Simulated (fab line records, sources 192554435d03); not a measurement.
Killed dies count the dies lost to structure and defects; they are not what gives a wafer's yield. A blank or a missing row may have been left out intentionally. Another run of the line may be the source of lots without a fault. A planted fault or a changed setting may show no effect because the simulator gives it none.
Which of the tools did it? + flow n5 finfet + Sampling: 11 lots, 32 wafers, 2 of 1938 route steps

== WHAT THE GAUGES SHOWED, per wafer ==
N5_MIM_BOT_LITHO_INSPECT_12: inspects for defects (macro). Usual: 2.0 for raw defect count, sd 1.3.
| lot  | measured     | on                | raw defect count | flag |
|------|--------------|-------------------|------------------|------|
| L327 | day 11 11:10 | defect inspect-02 | 1 0 4            |      |
| L328 | day 12 04:28 | defect inspect-02 | 0 2              |      |
| L331 | day 12 17:41 | defect inspect-01 | 3 2 1            |      |
| L332 | day 12 23:37 | defect inspect-01 | 3 2 3            |      |
| L333 | day 13 04:19 | defect inspect-02 | 5 1 1            |      |
| L335 | day 14 02:57 | defect inspect-01 | 1 1 1            |      |
| L342 | day 15 07:43 | defect inspect-02 | 2 4 2            |      |
| L348 | day 16 20:31 | defect inspect-01 | 3 5 4            |      |
| L346 | day 17 04:16 | defect inspect-02 | 2 1 3            |      |
| L349 | day 17 16:32 | defect inspect-02 | 2 3 3            |      |
| L350 | day 17 16:52 | defect inspect-01 | 1 1 1            |      |

== WHAT TOOL EACH LOT RAN ON (gives the tool, then ch and the chambers of the sampled wafers, and finally the start) ==
| lot  | N5_MIM_TOP_ETCH_STRIP_01           |
|------|------------------------------------|
| L327 | rie diel-03 ch 0,1,3, day 11 10:35 |
| L328 | rie diel-02 ch 3, day 12 03:53     |
| L331 | rie diel-03 ch 1,3, day 12 17:13   |
| L332 | rie diel-03 ch 0,1,3, day 12 23:08 |
| L333 | rie diel-02 ch 0,3, day 13 03:51   |
| L335 | rie diel-01 ch 0,3, day 14 02:28   |
| L342 | rie diel-03 ch 1,2, day 15 07:08   |
| L348 | rie diel-03 ch 0,2, day 16 20:02   |
| L346 | rie diel-03 ch 0,1,2, day 17 03:47 |
| L349 | rie diel-02 ch 1,2, day 17 16:02   |
| L350 | rie diel-03 ch 1,2,3, day 17 16:23 |
- N5_MIM_TOP_ETCH_STRIP_01: strips in O2.

== AS READ BY THE TOOLS THEMSELVES (means over the sampled wafers that have a number; for cases with no such wafer, the mark the record gives instead) ==
N5_MIM_TOP_ETCH_STRIP_01. Usual: drypump motor current A 5.8 A, standard deviation 0.36; oes product au 0.77 a.u., standard deviation 0.097; rf vpp V 3.7 V, standard deviation 1.2; showerhead plenum p Torr 2.10 Torr, standard deviation 0.078; throttle valve pct 16.76 %, standard deviation 0.24.
| lot  | tool        | drypump motor current A (A) | oes product au (a.u.) | rf vpp V (V) | showerhead plenum p Torr (Torr) | throttle valve pct (%) | flag |
|------|-------------|-----------------------------|-----------------------|--------------|---------------------------------|------------------------|------|
| L327 | rie diel-03 | 5.9                         | 0.74                  | 3.8          | 2.11                            | 16.88                  |      |
| L328 | rie diel-02 | 5.3                         | 0.77                  | 4.8          | 2.09                            | 16.26                  |      |
| L331 | rie diel-03 | 6.1                         | 0.73                  | 3.1          | 2.09                            | 16.90                  |      |
| L332 | rie diel-03 | 5.9                         | 0.71                  | 4.2          | 2.11                            | 16.89                  |      |
| L333 | rie diel-02 | 6.0                         | 0.72                  | 2.5          | 2.05                            | 16.68                  |      |
| L335 | rie diel-01 | 5.5                         | 0.78                  | 2.1          | 2.07                            | 16.66                  |      |
| L342 | rie diel-03 | 6.1                         | 0.78                  | 3.3          | 2.16                            | 16.90                  |      |
| L348 | rie diel-03 | 5.8                         | 0.76                  | 3.5          | 2.20                            | 16.95                  |      |
| L346 | rie diel-03 | 6.0                         | 0.76                  | 4.1          | 2.18                            | 16.94                  |      |
| L349 | rie diel-02 | 5.4                         | 0.89                  | 3.5          | 2.05                            | 16.64                  |      |
| L350 | rie diel-03 | 6.0                         | 0.85                  | 5.0          | 2.20                            | 16.74                  |      |

== THE ANSWER, worked out from the rows above alone ==
Rule: a lot counts as off when the mean over its wafers that have a number is more than 3 standard deviations away from the usual mean. A lot without any number at a reading at which 4 lots or more have one is off too. Any other lot the step has rows for is counted as sound. Order of review: gauges by route order, followed by the tools' own readings, for which a lot's mean as printed above is used. At the first step where some lot is off, the reading lying furthest off is the one used; lots without a number count as furthest.
Across all readings shown, no lot is off: no conclusion can be drawn from this.

== WHAT WAS PUT IN BY THE SIMULATOR ==
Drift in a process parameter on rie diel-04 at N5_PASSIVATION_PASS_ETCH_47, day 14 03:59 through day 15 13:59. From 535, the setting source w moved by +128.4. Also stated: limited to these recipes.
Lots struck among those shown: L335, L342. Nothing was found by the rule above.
